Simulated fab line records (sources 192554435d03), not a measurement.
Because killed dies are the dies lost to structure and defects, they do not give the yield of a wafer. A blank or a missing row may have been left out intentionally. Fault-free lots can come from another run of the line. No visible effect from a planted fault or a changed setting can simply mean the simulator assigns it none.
Lot-split experiment + flow n5_finfet + 21 wafers read across 7 lots, on a route 1938 steps long

## SPLIT DETAILS
At N5_BEOL_M5_ETCH_41 (etches SiCN in CH3F/O2, target depth 31.5 nm, time 56.7 s), the setting source_w was moved away from the recipe's 395 W on 10 of the 21 wafers read, by -10.6% to +17.8%. This setting was run at the recipe's value on the other wafers.

The split's own step is where the reading is taken.

## THE READING
rf_vpp_V, in V, at N5_BEOL_M5_ETCH_41 (etches SiCN in CH3F/O2, target depth 31.5 nm, time 56.7 s). Typical for fault-free wafers on this fab line: 297.4 V, with standard deviation 1.4 V.

| wafer  | tool, chamber at the split | source_w as run, W | against the recipe | rf_vpp_V, V | against lot-mates on the recipe |
|--------|----------------------------|--------------------|--------------------|-------------|---------------------------------|
| L075.2 | rie_diel-05, 2             | 395                | recipe             | 298.0       | -                               |
| L075.5 | rie_diel-05, 0             | 353.1              | -10.6%             | 308.7       | +10.7                           |
| L075.6 | rie_diel-05, 3             | 353.1              | -10.6%             | 306.8       | +8.8                            |
| L078.1 | rie_diel-06, 1             | 395                | recipe             | 298.1       | -                               |
| L078.3 | rie_diel-06, 0             | 395                | recipe             | 295.4       | -                               |
| L078.6 | rie_diel-06, 3             | 373.7              | -5.4%              | 305.6       | +8.9                            |
| L076.2 | rie_diel-02, 1             | 395                | recipe             | 297.2       | -                               |
| L076.5 | rie_diel-02, 2             | 395                | recipe             | 297.7       | -                               |
| L076.6 | rie_diel-02, 1             | 395                | recipe             | 296.5       | -                               |
| L081.1 | rie_diel-05, 1             | 353.5              | -10.5%             | 310.4       | no lot-mate on the recipe       |
| L081.4 | rie_diel-05, 0             | 353.5              | -10.5%             | 307.1       | no lot-mate on the recipe       |
| L081.6 | rie_diel-05, 0             | 353.5              | -10.5%             | 306.7       | no lot-mate on the recipe       |
| L085.1 | rie_diel-05, 0             | 465.4              | +17.8%             | 281.0       | -16.6                           |
| L085.3 | rie_diel-05, 1             | 395                | recipe             | 297.2       | -                               |
| L085.6 | rie_diel-05, 2             | 395                | recipe             | 298.0       | -                               |
| L096.1 | rie_diel-05, 3             | 452.1              | +14.5%             | 282.4       | -14.3                           |
| L096.3 | rie_diel-05, 0             | 452.1              | +14.5%             | 282.0       | -14.7                           |
| L096.4 | rie_diel-05, 0             | 395                | recipe             | 296.7       | -                               |
| L097.2 | rie_diel-05, 0             | 395                | recipe             | 295.6       | -                               |
| L097.3 | rie_diel-05, 3             | 395                | recipe             | 295.9       | -                               |
| L097.6 | rie_diel-05, 1             | 439.9              | +11.4%             | 288.2       | -7.6                            |

THE FIT
A straight line over all 21 wafers: rf_vpp_V changes by -0.991 V for each +1% of source_w; r = -0.99; the points scatter about the line by 1.4 V.
The same after taking each lot's own level away (the mean of its wafers on the recipe; 18 wafers): -0.951 V for each +1%; r = -0.98; scatter 1.4 V.
The reading moves by 17 V for the largest change in source_w, on that fit.
The lots' own levels span 295.75 to 298.00 V, that is 1.6 times the standard deviation above.
So the lot-to-lot level changes the slope little: the two slopes agree.
Check: with one of the wafers moved furthest among these (+17.8%) left out of the fit, the line predicts -16.7 V for it against its lot-mates. Against them it came out at -16.6 V.
Tool readings at the split's step, against how far the setting was moved: rf_vpp_V r = -0.99.

## ADDITIONAL SPLITS CARRIED BY THESE WAFERS
Other splits were also applied to these wafers ahead of the reading. Each is held against what the fit with the lots' levels taken away leaves over:
| other split on the same wafers | wafers away from the commonest value | r with rf_vpp_V (lot level and that fit taken away) |
|--------------------------------|--------------------------------------|-----------------------------------------------------|
| N5_BEOL_M3_EXPOSE_08 dose_mj   | 9                                    | -0.47                                               |
| N5_BEOL_M4_ILD_DEP_00 time_s   | 9                                    | +0.43                                               |
| N5_BEOL_M4_COAT_62 spin_rpm    | 9                                    | +0.16                                               |
| N5_BEOL_M4_ETCH_70 bias_w      | 8                                    | +0.13                                               |

## THE WHOLE CHAIN: every reading that the file lists as answering this split, in the file's order
| step               | what it does                                              | reading                                                        | change (the file's fit)                | r (the file's) |
|--------------------|-----------------------------------------------------------|----------------------------------------------------------------|----------------------------------------|----------------|
| N5_BEOL_M5_ETCH_41 | etches SiCN in CH3F/O2, target depth 31.5 nm, time 56.7 s | rf_vpp_V                                                       | -0.932 V for each +1% of the setting   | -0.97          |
| N5_BEOL_M5_ETCH_41 | etches SiCN in CH3F/O2, target depth 31.5 nm, time 56.7 s | etch.depth_nm (the simulator's own value, which no gauge read) | +0.0959 nm for each +1% of the setting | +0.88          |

## FILE'S OWN FIT
rf_vpp_V changes by -0.932 V for each +1% of source_w, r = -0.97.
